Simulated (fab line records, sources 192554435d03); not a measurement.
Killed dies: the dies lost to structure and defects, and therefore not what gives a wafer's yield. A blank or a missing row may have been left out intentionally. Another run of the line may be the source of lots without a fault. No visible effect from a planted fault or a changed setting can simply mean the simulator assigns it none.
Chamber matching / flow n5-finfet / N5_BEOL_M10_CMP_52 on cmp-03 has 4 sister chambers
The step polishes, stops on SiCOH lowk, t overpolish 7 s, target thk 140 nm. 20 wafers are shown with their chamber, then 10 later ones without.

## WAFERS PAIRED WITH THEIR CHAMBERS
wafer=L074.1; chamber=0; motor-current-A (A)=6.0; time-to-endpoint-s (s)=65.1; barrier-field-endpoint-s (s)=28.1
wafer=L074.3; chamber=1; motor-current-A (A)=6.5; time-to-endpoint-s (s)=68.6; barrier-field-endpoint-s (s)=29.3
wafer=L074.5; chamber=2; motor-current-A (A)=6.4; time-to-endpoint-s (s)=66.2; barrier-field-endpoint-s (s)=29.4
wafer=L075.2; chamber=0; motor-current-A (A)=5.7; time-to-endpoint-s (s)=61.0; barrier-field-endpoint-s (s)=27.9
wafer=L075.4; chamber=3; motor-current-A (A)=4.9; time-to-endpoint-s (s)=63.1; barrier-field-endpoint-s (s)=28.8
wafer=L075.6; chamber=1; motor-current-A (A)=6.3; time-to-endpoint-s (s)=66.3; barrier-field-endpoint-s (s)=29.3
wafer=L079.2; chamber=2; motor-current-A (A)=6.2; time-to-endpoint-s (s)=63.3; barrier-field-endpoint-s (s)=27.5
wafer=L079.3; chamber=1; motor-current-A (A)=6.3; time-to-endpoint-s (s)=68.6; barrier-field-endpoint-s (s)=28.9
wafer=L079.5; chamber=0; motor-current-A (A)=5.9; time-to-endpoint-s (s)=63.8; barrier-field-endpoint-s (s)=27.1
wafer=L081.1; chamber=0; motor-current-A (A)=6.1; time-to-endpoint-s (s)=65.2; barrier-field-endpoint-s (s)=28.6
wafer=L081.2; chamber=3; motor-current-A (A)=5.1; time-to-endpoint-s (s)=65.5; barrier-field-endpoint-s (s)=28.7
wafer=L081.6; chamber=3; motor-current-A (A)=4.9; time-to-endpoint-s (s)=65.1; barrier-field-endpoint-s (s)=28.7
wafer=L083.2; chamber=2; motor-current-A (A)=6.2; time-to-endpoint-s (s)=64.3; barrier-field-endpoint-s (s)=29.0
wafer=L083.4; chamber=3; motor-current-A (A)=4.9; time-to-endpoint-s (s)=68.4; barrier-field-endpoint-s (s)=29.6
wafer=L083.6; chamber=0; motor-current-A (A)=6.0; time-to-endpoint-s (s)=66.4; barrier-field-endpoint-s (s)=29.5
wafer=L088.2; chamber=0; motor-current-A (A)=6.1; time-to-endpoint-s (s)=68.8; barrier-field-endpoint-s (s)=29.1
wafer=L088.3; chamber=2; motor-current-A (A)=6.2; time-to-endpoint-s (s)=64.4; barrier-field-endpoint-s (s)=27.5
wafer=L088.4; chamber=1; motor-current-A (A)=6.3; time-to-endpoint-s (s)=70.5; barrier-field-endpoint-s (s)=29.2
wafer=L091.2; chamber=2; motor-current-A (A)=6.2; time-to-endpoint-s (s)=61.5; barrier-field-endpoint-s (s)=27.8
wafer=L091.5; chamber=2; motor-current-A (A)=6.4; time-to-endpoint-s (s)=65.8; barrier-field-endpoint-s (s)=28.2

SIGNATURES (averages over the wafers above)
reading=motor-current-A; chamber 0=5.967; chamber 1=6.350; chamber 2=6.267; chamber 3=4.950; scatter within a chamber=0.119
reading=time-to-endpoint-s; chamber 0=65.050; chamber 1=68.500; chamber 2=64.250; chamber 3=65.525; scatter within a chamber=2.12
reading=barrier-field-endpoint-s; chamber 0=28.383; chamber 1=29.175; chamber 2=28.233; chamber 3=28.950; scatter within a chamber=0.692
Rule: for a wafer and a chamber, the distance is found by dividing, reading by reading, the gap between the wafer's reading and the chamber's mean by the reading's scatter, squaring, summing and taking the root. The wafer belongs to the nearest chamber; if the next one is less than 2 further off, it can't be placed. The scatter is the square root of a quotient: the sum, over the shown wafers, of each reading's squared deviation from its chamber's mean, divided by wafers minus chambers.

## WAFERS WITH NO CHAMBER GIVEN
wafer=L091.6; motor-current-A (A)=4.9; time-to-endpoint-s (s)=65.6; barrier-field-endpoint-s (s)=28.8
wafer=L093.2; motor-current-A (A)=5.7; time-to-endpoint-s (s)=64.3; barrier-field-endpoint-s (s)=27.9
wafer=L093.3; motor-current-A (A)=6.4; time-to-endpoint-s (s)=65.1; barrier-field-endpoint-s (s)=28.7
wafer=L093.4; motor-current-A (A)=5.0; time-to-endpoint-s (s)=67.7; barrier-field-endpoint-s (s)=29.2
wafer=L095.2; motor-current-A (A)=5.0; time-to-endpoint-s (s)=68.3; barrier-field-endpoint-s (s)=28.9
wafer=L095.5; motor-current-A (A)=6.3; time-to-endpoint-s (s)=69.2; barrier-field-endpoint-s (s)=30.4
wafer=L095.6; motor-current-A (A)=6.1; time-to-endpoint-s (s)=65.8; barrier-field-endpoint-s (s)=29.4
wafer=L097.3; motor-current-A (A)=4.9; time-to-endpoint-s (s)=65.2; barrier-field-endpoint-s (s)=29.7
wafer=L097.4; motor-current-A (A)=6.1; time-to-endpoint-s (s)=58.8; barrier-field-endpoint-s (s)=28.6
wafer=L097.5; motor-current-A (A)=4.9; time-to-endpoint-s (s)=66.5; barrier-field-endpoint-s (s)=30.1

## THE CHAMBER EACH PASSED THROUGH
wafer=L091.6; from the rows above=3; in truth=3
wafer=L093.2; from the rows above=0; in truth=0
wafer=L093.3; from the rows above=can't be placed: 2 or 1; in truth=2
wafer=L093.4; from the rows above=3; in truth=3
wafer=L095.2; from the rows above=3; in truth=3
wafer=L095.5; from the rows above=1; in truth=1
wafer=L095.6; from the rows above=can't be placed: 0 or 2 or 1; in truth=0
wafer=L097.3; from the rows above=3; in truth=3
wafer=L097.4; from the rows above=can't be placed: 2 or 0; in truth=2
wafer=L097.5; from the rows above=3; in truth=3
7 of 10 placed correctly. Not placeable from these rows: 3 (in 3, the candidates include the true chamber). Wrongly placed: 0.
